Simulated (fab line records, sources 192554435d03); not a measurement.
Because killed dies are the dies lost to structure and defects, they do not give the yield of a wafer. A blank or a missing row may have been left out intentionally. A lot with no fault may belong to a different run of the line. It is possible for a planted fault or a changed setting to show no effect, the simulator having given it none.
fab line records -- flow n5Finfet
record lots=11, wafers=32, lastDay=18
route steps=1938 shown BEOL_M1@800 TV_OPEN@1888 PASSIVATION@1931
lots that met no fault: taken from a fault-free run of the same line
startH: the number of hours between the record's first day and the start of the first shown wafer of the lot -- waitH: hours elapsed since this lot's preceding step -- " identical to the entry in the row above -- L1.1+2: a single row standing in for several wafers -- - no value, or no start given -- * or withheld: withheld -- < > ~ a bound
route shown NAME@n: names a module that has steps shown in the file, with the first one's number in the route -- usual: mean and standard deviation over wafers with no fault -- same: alike in all rows -- chamber/n: place in a boat -- sites: each site's reading -- _std_site: how widely they spread, as a standard deviation -- _edge_site: outer sites' mean less inner sites' -- radiusMm: for every site, how far away it sits from the centre of the wafer -- mask NAME#n: copy n -- behind: tool/chamber where the wafer was last shaped -- hold: why the lot was held/for how many hours/how that ended -- device: whichever transistor did not switch (one of n, p or np) -- end of line: the route-end tests of the same wafers -- a step with no rows: only its recipe -- killed: the dies lost at the first sort to structure and to defects; this is not the yield of the wafer -- map: a wafer's dies, x killed, . not, _ none there
set.NAME: the setting that was run; set.NAME@STEP: the one run at that earlier step -- model.NAME: the simulator's own value behind a step, which no gauge read
the route's steps for a sample of lots (tables are steps, rows are wafers)
services: the hour from which a tool's chamber was out of use, counted from the record's first day as startH (under 0 if before that day), plus the number of hours and why
## steps
# step N5_BEOL_M1_TRENCH_ETCH_37
# recipe chemistry=C4F6/O2, targetDepthA=552.07, target=SiOC, timeS=29, ionEnergyEv=250, pressureMtorr=30, sourceW=355, biasW=185, Ar_flow_sccm=300, C4F6_flow_sccm=10, O2_flow_sccm=10
# usual drypumpMotorCurrentA=5.6/0.43, oesProductAu=0.79/0.089, rfVppV=669/29, showerheadPlenumPTorr=2.83/0.082, throttleValvePct=20.93/0.21
# same timeS=29
lot.wafer,tool,chamber,startH,waitH,drypumpMotorCurrentA,oesProductAu,rfHoursCounterH,rfVppV,showerheadPlenumPTorr,throttleValvePct
L471.3,rieDiel-06,2,128.13,-,6.1,0.70,203,653,2.80,20.86
L471.4,rieDiel-06,3,128.13,-,6.2,0.90,22,678,2.93,20.85
L471.6,rieDiel-06,1,128.13,-,5.7,0.76,-,715,2.81,20.86
L472.1,rieDiel-03,2,140.97,-,5.3,0.67,243,671,2.81,20.91
L472.3,rieDiel-03,1,140.97,-,5.4,0.93,6,721,3.04,20.94
L472.5,rieDiel-03,1,140.97,-,5.3,0.94,-,718,3.04,20.91
L475.2,rieDiel-06,3,153.63,-,6.2,0.90,27,679,2.93,20.85
L475.3,rieDiel-06,1,153.63,-,5.7,0.75,164,715,2.81,20.87
L475.6,rieDiel-06,1,153.63,-,5.7,0.75,-,715,2.81,20.88
L481.1,rieDiel-03,2,203.58,-,5.3,0.92,11,672,2.81,20.48
L481.4,rieDiel-03,1,203.58,-,5.4,0.89,28,720,3.03,20.97
L481.6,rieDiel-03,2,203.58,-,5.3,0.92,-,672,2.81,20.49
L483.2,rieDiel-03,0,205.27,-,5.1,0.71,206,716,2.84,21.06
L483.3,rieDiel-03,2,205.27,-,5.3,0.91,12,672,2.80,20.50
L483.4,rieDiel-03,3,205.27,-,6.4,0.89,59,660,2.92,21.20
L484.1,rieDiel-04,0,208.31,-,5.9,0.72,190,643,2.82,21.03
L484.3,rieDiel-04,1,208.31,-,5.3,0.70,209,644,2.82,20.86
L484.5,rieDiel-04,3,208.31,-,5.1,0.85,-,646,2.78,20.78
L485.1,rieDiel-06,3,217.84,-,6.2,0.86,45,677,2.92,20.89
L485.4,rieDiel-06,1,217.84,-,5.7,0.73,185,715,2.80,20.89
L485.5,rieDiel-06,2,217.84,-,6.0,0.68,-,653,2.79,20.91
L487.1,rieDiel-04,3,221.39,-,5.2,0.85,49,646,2.77,20.77
L487.3,rieDiel-04,2,221.39,-,5.7,0.69,238,633,2.71,21.32
L487.6,rieDiel-04,1,221.39,-,5.3,0.70,-,645,2.82,20.86
L489.1,rieDiel-06,3,243.34,-,6.2,0.84,55,677,2.92,20.90
L489.2,rieDiel-06,1,243.34,-,5.7,0.73,193,714,2.79,20.90
L489.3,rieDiel-06,2,243.34,-,6.0,0.68,239,654,2.78,20.92
L490.1,rieDiel-06,1,245.65,-,5.7,0.73,195,714,2.79,20.92
L490.3,rieDiel-06,3,245.65,-,6.2,0.84,56,678,2.91,20.89
L490.4,rieDiel-06,0,245.65,-,5.2,0.78,93,661,2.75,20.67
L494.2,rieDiel-04,0,272.60,-,5.9,0.70,216,643,2.80,21.08
L494.5,rieDiel-04,2,272.60,-,5.7,1.01,-,643,3.04,21.03
# step N5_PASSIVATION_VIA_ETCH_13
# recipe chemistry=CHF3/O2, target=SiO2, targetDepthA=6600, CHF3_flow_sccm=50, O2_flow_sccm=5, Ar_flow_sccm=200, timeS=330, maskMaterial=PR, pressureMtorr=30, sourceW=650, biasW=170, ionEnergyEv=200, ends=cleared
# usual drypumpMotorCurrentA=5.6/0.43, etchRfOnTimeS=235/6.5, oesProductAu=0.71/0.081, rfVppV=526/23, showerheadPlenumPTorr=2.41/0.083, throttleValvePct=18.97/0.17
lot.wafer,tool,chamber,startH,waitH,drypumpMotorCurrentA,etchRfOnTimeS,oesProductAu,rfHoursCounterH,rfVppV,showerheadPlenumPTorr,throttleValvePct
L471.3,rieDiel-06,3,271.38,0.0,6.2,229,0.75,66,532,2.46,18.85
L471.4,rieDiel-06,2,271.38,0.0,6.1,241,0.61,-,514,2.36,19.06
L471.6,rieDiel-06,3,271.38,0.0,6.2,231,0.76,-,532,2.46,18.87
L472.1,rieDiel-06,0,295.02,0.0,5.2,242,0.69,112,520,2.31,18.70
L472.3,rieDiel-06,1,295.02,0.0,5.7,231,0.65,214,562,2.36,19.04
L472.5,rieDiel-06,3,295.02,0.0,6.2,234,0.74,-,534,2.45,18.86
L475.2,rieDiel-04,2,311.94,0.0,5.7,227,0.86,16,507,2.57,19.03
L475.3,rieDiel-04,1,311.94,0.0,5.2,240,0.61,247,508,2.38,18.96
L475.6,rieDiel-04,3,311.94,0.0,5.2,245,0.73,-,508,2.33,18.81
L481.1,rieDiel-06,3,336.87,0.0,6.2,236,0.72,90,533,2.45,18.88
L481.4,rieDiel-06,0,336.87,0.0,5.2,247,0.69,125,518,2.31,18.72
L481.6,rieDiel-06,2,336.87,0.0,6.0,230,0.82,-,515,2.35,18.75
L484.1,rieDiel-03,1,345.81,0.0,5.4,235,0.74,73,566,2.54,19.02
L484.3,rieDiel-03,0,345.81,0.0,5.1,237,0.62,247,564,2.39,19.17
L484.5,rieDiel-03,1,345.81,0.0,5.4,239,0.74,-,564,2.54,19.04
L483.2,rieDiel-04,2,355.13,0.0,5.7,232,0.81,34,507,2.56,19.05
L483.3,rieDiel-04,0,355.13,0.0,5.9,239,0.61,247,504,2.36,19.16
L483.4,rieDiel-04,0,355.13,0.0,5.9,242,0.61,-,505,2.36,19.17
L487.1,rieDiel-06,1,370.51,0.0,5.7,234,0.63,234,563,2.35,19.08
L487.3,rieDiel-06,2,370.51,0.0,6.1,228,0.81,20,513,2.35,18.79
L487.6,rieDiel-06,1,370.51,0.0,5.7,232,0.63,-,561,2.35,19.07
L485.1,rieDiel-04,3,370.65,0.0,5.2,238,0.72,106,507,2.32,18.84
L485.4,rieDiel-04,2,370.65,0.0,5.7,241,0.80,-,507,2.56,19.07
L485.5,rieDiel-04,1,370.65,0.0,5.2,236,0.89,-,508,2.37,18.57
L489.1,rieDiel-03,3,381.13,0.0,6.4,230,0.73,117,519,2.44,19.20
L489.2,rieDiel-03,0,381.13,0.0,5.1,238,0.61,263,562,2.39,19.18
L489.3,rieDiel-03,1,381.13,0.0,5.4,238,0.72,89,564,2.54,19.06
L490.1,rieDiel-06,1,385.42,0.0,5.7,228,0.63,238,564,2.35,19.10
L490.3,rieDiel-06,3,385.42,0.0,6.2,230,0.72,100,531,2.44,18.91
L490.4,rieDiel-06,0,385.42,0.0,5.2,248,0.67,136,521,2.31,18.74
L494.2,rieDiel-04,0,416.30,0.0,5.9,229,0.85,11,505,2.35,18.79
L494.5,rieDiel-04,2,416.30,0.0,5.7,234,0.78,-,507,2.56,19.10
# step N5_PASSIVATION_STRIP_48
# recipe chemistry=O2, powerW=600, tempC=60, pressureMtorr=30, rfFrequencyHz=6e+07, biasPowerW=0, overashFraction=0.5, o2FlowSccm=225
# usual drypumpMotorCurrentA=5.8/0.42, o2FlowSccm=224.8/1, oesProductAu=0.80/0.1, rfVppV=3.7/2.4, showerheadPlenumPTorr=2.10/0.073, throttleValvePct=16.75/0.29
lot.wafer,tool,chamber,startH,waitH,drypumpMotorCurrentA,o2FlowSccm,oesProductAu,rfHoursCounterH,rfVppV,showerheadPlenumPTorr,throttleValvePct
L471.3,rieDiel-05,3,275.23,0.1,5.6,224.8,0.96,4,0,2.14,16.30
L471.4,rieDiel-05,0,275.23,0.1,6.4,225.2,0.72,196,6.5,2.01,16.83
L471.6,rieDiel-05,3,275.23,0.1,5.6,224.6,0.98,-,0.9,2.14,16.31
L472.1,rieDiel-01,0,299.22,0.1,6.3,225.6,0.92,33,2.9,2.23,16.86
L472.3,rieDiel-01,2,299.22,0.1,5.7,225.5,0.75,226,8.6,2.19,17.36
L472.5,rieDiel-01,1,299.22,0.1,6.6,224.7,0.87,-,1.7,2.16,16.19
L475.2,rieDiel-05,2,316.66,0.1,5.8,225.7,0.70,254,5.0,2.06,16.71
L475.3,rieDiel-05,0,316.66,0.1,6.4,224.5,0.74,213,2.4,2.00,16.90
L475.6,rieDiel-05,3,316.66,0.1,5.7,223.9,0.93,-,3.4,2.14,16.19
L481.1,rieDiel-01,2,341.09,0.1,5.7,224.5,0.69,243,4.8,2.18,17.33
L481.4,rieDiel-01,1,341.09,0.1,6.5,224.3,0.82,53,0,2.15,16.29
L481.6,rieDiel-01,2,341.09,0.1,5.7,225.0,0.71,-,4.8,2.18,17.31
L484.1,rieDiel-01,0,349.28,0.1,6.3,223.6,0.86,52,1.5,2.23,16.83
L484.3,rieDiel-01,1,349.28,0.1,6.6,225.9,0.81,57,1.1,2.15,16.28
L484.5,rieDiel-01,0,349.28,0.1,6.3,226.1,0.85,-,0.6,2.23,16.83
L483.2,rieDiel-01,1,359.71,0.1,6.5,225.3,0.82,61,4.9,2.15,16.31
L483.3,rieDiel-01,3,359.71,0.1,5.7,225.6,0.70,242,3.2,2.06,16.78
L483.4,rieDiel-01,0,359.71,0.1,6.3,225.2,0.84,56,4.8,2.23,16.91
L487.1,rieDiel-01,1,374.97,0.1,6.5,223.4,0.82,68,0.9,2.14,16.25
L487.3,rieDiel-01,0,374.97,0.1,6.2,225.1,0.84,63,4.7,2.22,16.90
L487.6,rieDiel-01,1,374.97,0.1,6.6,224.2,0.85,-,2.2,2.15,16.35
L485.1,rieDiel-02,0,375.45,0.1,5.3,224.1,0.99,5,2.7,2.06,16.57
L485.4,rieDiel-02,1,375.45,0.1,5.9,225.6,0.68,221,3.4,1.98,16.71
L485.5,rieDiel-02,0,375.45,0.1,5.2,224.8,0.96,-,2.5,2.07,16.63
L489.1,rieDiel-05,2,385.42,0.1,5.9,224.9,0.96,12,3.2,2.06,16.37
L489.2,rieDiel-05,0,385.42,0.1,6.4,224.8,0.70,237,4.6,1.99,16.85
L489.3,rieDiel-05,1,385.42,0.1,4.8,223.7,0.92,21,0.2,2.15,16.78
L490.1,rieDiel-01,0,390.54,0.1,6.2,224.6,0.89,71,6.9,2.22,16.88
L490.3,rieDiel-01,1,390.54,0.1,6.5,225.8,0.81,76,0,2.14,16.32
L490.4,rieDiel-01,1,390.54,0.1,6.5,224.9,0.79,-,4.9,2.14,16.28
L494.2,rieDiel-02,1,420.25,0.1,5.8,224.6,0.66,237,2.6,1.97,16.79
L494.5,rieDiel-02,3,420.25,0.1,5.9,225.0,0.81,-,4.6,2.04,16.83
# step N5_PASSIVATION_PROBE_49
# usual defectLimitedYield=91.7/1.4, killed_at_M0_to_M3=31/11, killed_at_M4_up=13/4.6, killedAtContacts=13/6.7, killedAtFrontEnd=39/9.6, killedAtOther=3.5/2.8, killedDies=98/16, killedOpen=64/11, killedShort=33/8.5, sort_bin_5_function=4.9/0.96, sort_bin_6_memory=3.1/0.59, sort_bin_8_speed=0.2/1.3, sortNPass=1080/23, sortYieldPct=91.5/1.9
# same grossDies=1180, killedAtBackSide=0, sort_bin_4_leakage[%]=0
lot.wafer,tool,chamber,startH,waitH,defectLimitedYield[%],killed_at_M0_to_M3,killed_at_M4_up,killedAtContacts,killedAtFrontEnd,killedAtOther,killedDies,killedOpen,killedShort,sort_bin_5_function[%],sort_bin_6_memory[%],sort_bin_8_speed[%],sortNPass,sortYieldPct[%]
L481.1,prober-01,-,343.61,0.0,87.3,107,9,4,27,3,150,43,31,8.7,3.1,0,1030,87.3
L481.4,prober-01,-,343.76,0.2,84.4,123,13,7,37,4,184,73,38,9.8,4.3,0,996,84.4
L481.6,prober-01,-,343.86,0.3,85.0,133,6,3,35,0,177,62,38,9.3,4.6,0,1003,85.0
L484.1,prober-01,-,351.79,0.0,91.0,27,14,16,45,4,106,68,36,5.1,3.6,0,1074,91.0
L484.3,prober-01,-,351.89,0.1,91.9,40,10,8,35,2,95,58,35,4.8,3.1,0,1085,91.9
L484.5,prober-01,-,351.99,0.2,91.9,36,11,6,35,7,95,60,34,4.0,3.7,0,1085,91.9
L483.2,prober-01,-,362.26,0.1,86.5,100,19,17,22,1,159,56,34,9.5,2.7,0,1021,86.5
L483.3,prober-01,-,362.31,0.1,86.9,101,10,17,25,1,154,50,22,8.6,3.3,0,1026,86.9
L483.4,prober-01,-,362.36,0.2,85.3,110,23,11,29,0,173,57,27,8.7,4.3,0,1007,85.3
L487.1,prober-02,-,377.50,0.0,91.3,48,5,8,41,1,103,60,42,4.7,3.3,0.1,1077,91.3
L490.1,prober-02,-,393.04,0.0,91.9,23,15,20,34,3,95,62,32,4.2,3.6,0,1085,91.9
L490.3,prober-02,-,393.14,0.1,93.7,25,11,14,21,3,74,50,24,4.0,2.2,0.8,1096,92.9
L490.4,prober-02,-,393.19,0.2,93.5,17,19,16,22,3,77,50,27,3.6,2.8,0,1103,93.5
# killed by level:class
L481.1 BEOL_M1:unspecified=76 FIN_SAQP:geometricParticle:open=9 BEOL_M0_SAQP:geometricParticle:open=9 BEOL_M0_SAQP:geometricParticle:short=7 BEOL_M3:geometricParticle:short=6 FIN_SAQP:geometricParticle:short=5 BEOL_M1:geometricParticle:open=5 STARTING-WAFER:geometricParticle:short=4
L481.4 BEOL_M1:unspecified=73 FIN_SAQP:geometricParticle:open=20 BEOL_M0_SAQP:geometricParticle:open=17 BEOL_M0_SAQP:geometricParticle:short=12 FIN_SAQP:geometricParticle:short=10 BEOL_M2:geometricParticle:open=7 MOL_CONTACT_COAG:geometricParticle:open=6 BEOL_M4:geometricParticle:open=6
L481.6 BEOL_M1:unspecified=77 BEOL_M0_SAQP:geometricParticle:open=18 BEOL_M0_SAQP:geometricParticle:short=13 STI_FIN_REVEAL:geometricParticle:open=11 FIN_SAQP:geometricParticle:open=5 FIN_SAQP:geometricParticle:short=5 GATE_CUT:geometricParticle:short=5 BEOL_M1:geometricParticle:open=5
L484.1 MOL_CONTACT_COAG:geometricParticle:open=12 FIN_SAQP:geometricParticle:open=10 GATE_CUT:geometricParticle:short=7 FIN_SAQP:geometricParticle:short=6 GATE_CUT:geometricParticle:open=6 BEOL_M0_SAQP:geometricParticle:open=6 DUMMY_GATE:geometricParticle:open=5 BEOL_M1:geometricParticle:open=5
L484.3 BEOL_M0_SAQP:geometricParticle:open=14 GATE_CUT:geometricParticle:short=8 MOL_CONTACT_COAG:geometricParticle:open=7 FIN_SAQP:geometricParticle:short=6 BEOL_M1:geometricParticle:open=6 BEOL_M0_SAQP:geometricParticle:short=5 BEOL_M3:geometricParticle:open=5 FIN_SAQP:geometricParticle:open=4
L484.5 DUMMY_GATE:geometricParticle:open=8 STI_FIN_REVEAL:geometricParticle:open=7 BEOL_M0_SAQP:geometricParticle:short=7 BEOL_M0_SAQP:geometricParticle:open=7 BEOL_M1:geometricParticle:open=6 FIN_SAQP:geometricParticle:open=5 GATE_CUT:geometricParticle:short=5 MOL_CONTACT_COAG:geometricParticle:open=5
L483.2 BEOL_M1:unspecified=68 MOL_CONTACT_COAG:geometricParticle:open=10 BEOL_M3:geometricParticle:open=9 BEOL_M0_SAQP:geometricParticle:open=8 MOL_CONTACT_COAG:geometricParticle:short=7 BEOL_M0_SAQP:geometricParticle:short=7 FIN_SAQP:geometricParticle:short=6 BEOL_M4:geometricParticle:open=6
L483.3 BEOL_M1:unspecified=82 MOL_CONTACT_COAG:geometricParticle:open=12 BEOL_M2:geometricParticle:open=8 MOL_CONTACT_COAG:geometricParticle:short=5 FIN_SAQP:geometricParticle:open=4 FIN_SAQP:geometricParticle:short=4 STI_FIN_REVEAL:geometricParticle:open=4 DUMMY_GATE:geometricParticle:open=4
L483.4 BEOL_M1:unspecified=89 MOL_CONTACT_COAG:geometricParticle:open=10 BEOL_M4:geometricParticle:open=9 FIN_SAQP:geometricParticle:short=7 STI_FIN_REVEAL:geometricParticle:open=7 BEOL_M2:geometricParticle:open=7 GATE_CUT:geometricParticle:short=6 BEOL_M1:geometricParticle:open=5
L487.1 BEOL_M0_SAQP:geometricParticle:short=12 BEOL_M1:geometricParticle:open=10 BEOL_M2:geometricParticle:open=9 MOL_CONTACT_COAG:geometricParticle:open=8 BEOL_M0_SAQP:geometricParticle:open=8 GATE_CUT:geometricParticle:short=7 STI_FIN_REVEAL:geometricParticle:open=5 STARTING-WAFER:geometricParticle:short=5
L490.1 MOL_CONTACT_COAG:geometricParticle:open=17 FIN_SAQP:geometricParticle:short=6 BEOL_M0_SAQP:geometricParticle:short=5 BEOL_M8:geometricParticle:open=5 BEOL_M2:geometricParticle:open=5 FIN_SAQP:geometricParticle:open=4 STI_FIN_REVEAL:geometricParticle:open=4 STI_FIN_REVEAL:geometricParticle:short=3
L490.3 MOL_CONTACT_COAG:geometricParticle:open=11 BEOL_M0_SAQP:geometricParticle:open=8 BEOL_M0_SAQP:geometricParticle:short=6 FIN_SAQP:geometricParticle:short=4 STI_FIN_REVEAL:geometricParticle:open=4 GATE_CUT:geometricParticle:short=3 ILD0:geometricParticle:open=3 MOL_CONTACT_COAG:geometricParticle:short=3
L490.4 MOL_CONTACT_COAG:geometricParticle:open=12 BEOL_M0:geometricParticle:open=5 BEOL_M1:geometricParticle:short=5 BEOL_M8:geometricParticle:open=5 ILD0:geometricParticle:short=4 MOL_CONTACT_COAG:geometricParticle:short=4 BEOL_M4:geometricParticle:open=4 FIN_SAQP:geometricParticle:short=3
## services
tool,chamber,startH,hours,kind
rieDiel-05,3,132.65,7.5,repair
rieDiel-06,3,133.56,10.2,repair
rieDiel-01,1,135.00,12.9,repair
rieDiel-03,1,146.18,2.5,repair
rieDiel-03,-,159.37,0.7,repair
rieDiel-04,-,188.17,14.6,pm
rieDiel-02,-,195.71,3.6,repair
rieDiel-05,0,203.48,8.1,repair
rieDiel-02,2,205.00,27.5,repair
rieDiel-02,0,226.35,10.5,repair
rieDiel-03,-,239.00,15.6,pm
rieDiel-02,3,241.86,46.0,repair
rieDiel-05,-,266.00,4.0,pm
rieDiel-06,0,267.66,4.5,repair
rieDiel-04,3,278.44,4.5,repair
rieDiel-03,2,296.51,115.9,repair
rieDiel-04,3,296.85,3.5,repair
rieDiel-05,0,319.99,7.4,repair
rieDiel-04,1,334.75,7.2,repair
rieDiel-06,-,340.42,15.6,pm
rieDiel-01,2,350.29,6.7,repair
rieDiel-03,1,389.65,1.9,repair
rieDiel-05,1,389.84,8.9,repair
rieDiel-05,2,397.86,5.2,repair
## key
firstSign step=N5_PASSIVATION_PROBE_49, reading=killed_at_M0_to_M3, direction=up, sigmas=7.4, usual=31, struck=112
effect step=N5_PASSIVATION_PROBE_49, reading=defectLimitedYield, direction=down, sigmas=4.2, usual=91.7, struck=85.9
moreKillsBornAt N5_BEOL_M1_TRENCH_ETCH_37@rieDiel-03=465
metAt N5_BEOL_M1_TRENCH_ETCH_37
struckLots L481,L483
notActingAt N5_PASSIVATION_VIA_ETCH_13,N5_PASSIVATION_STRIP_48
onsetBetween 140.97 203.58
fault kind=chamberParticleSource, tool=rieDiel-03, chamber=-, onsetH=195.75, steps=N5_BEOL_M1_TRENCH_ETCH_37, ratePerVisitCm2=0.39406, endH=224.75
